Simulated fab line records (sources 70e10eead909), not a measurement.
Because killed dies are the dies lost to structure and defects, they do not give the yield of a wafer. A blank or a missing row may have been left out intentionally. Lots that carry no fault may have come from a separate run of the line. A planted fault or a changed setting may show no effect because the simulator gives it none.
Struck lot and sound lot, side by side :: flow nand-harc :: 13 steps out of a route of 1159
Sound: these wafers, L758.1, L758.3, L758.6. Wafers struck: L753.2, L753.4, L753.6. The cause is given at the end.
Per side, at each step with rows, come the tool, then ch with its chambers, and then its first start. Under that, the readings that differ: sound wafers :: struck wafers :: difference of the means :: sigmas: that difference in standard deviations of wafers without a fault.
alike: same words and numbers on both sides, and readings whose means sit less than 2 such deviations apart. not compared: any withheld reading, any reading some wafer has no value for, any bound like >300 that may hide the same value, and any number with overlapping values for which the record gives no deviation.
The two part at a step that has a row with sigmas, a row that says differs or no value, or rows on one side only. Numbers that have no deviation but don't overlap get no sigmas and don't part them. A reading that every wafer of one side lacks parts them only if that side has two wafers or more.

NHARC_A_STAIRCASE_ETCH_203: etches the open film in C4F8/O2, target depth 100 nm, time 40.5 s.
  sound on rie-diel-12 ch 0,2; struck on rie-diel-05 ch 0,2
  alike: oes-product-au, rf-vpp-V
  not compared: rf-hours-counter-h
NHARC_A_STAIRCASE_STRIP_205: strips in O2.
  sound on plasma-asher-02 ch 0,1, day 14 03:34; struck on plasma-asher-02 ch 0,1, day 12 23:59
  alike: drypump-motor-current-A, heater-power-w
  not compared: rf-hours-counter-h
then, 9 steps without rows for these wafers: NHARC_A_STAIRCASE_STRIP_206 (strips in SPM, time 900 s); NHARC_A_STAIRCASE_PRECLEAN_207 (cleans in SC1); NHARC_A_STAIRCASE_SRD_208; NHARC_A_STAIRCASE_DEHYDRATE_209 (time 120 s); NHARC_A_STAIRCASE_HMDS_210 (time 30 s); NHARC_A_STAIRCASE_COAT_211; NHARC_A_STAIRCASE_SOFTBAKE_212 (time 170 s); NHARC_A_STAIRCASE_EBR_213; NHARC_A_STAIRCASE_EXPOSE_214 (exposes mask STAIR 3).
NHARC_A_STAIRCASE_PEB_215: peb time 130 s.
  sound on litho-track-03 ch 0, day 14 04:43; struck on litho-track-02, day 13 01:08
  no value came back on the struck wafers for chill-plate-temp-C (C), exhaust-pa (Pa); on the sound wafers chill-plate-temp-C (C) reads 22.94 22.98 22.96
then, 1 step without rows for these wafers: NHARC_A_STAIRCASE_DEVELOP_216 (time 140 s).

## WHERE THEY PART
Within this record, at NHARC_A_STAIRCASE_PEB_215 only.

WHY: whatever the simulator had introduced
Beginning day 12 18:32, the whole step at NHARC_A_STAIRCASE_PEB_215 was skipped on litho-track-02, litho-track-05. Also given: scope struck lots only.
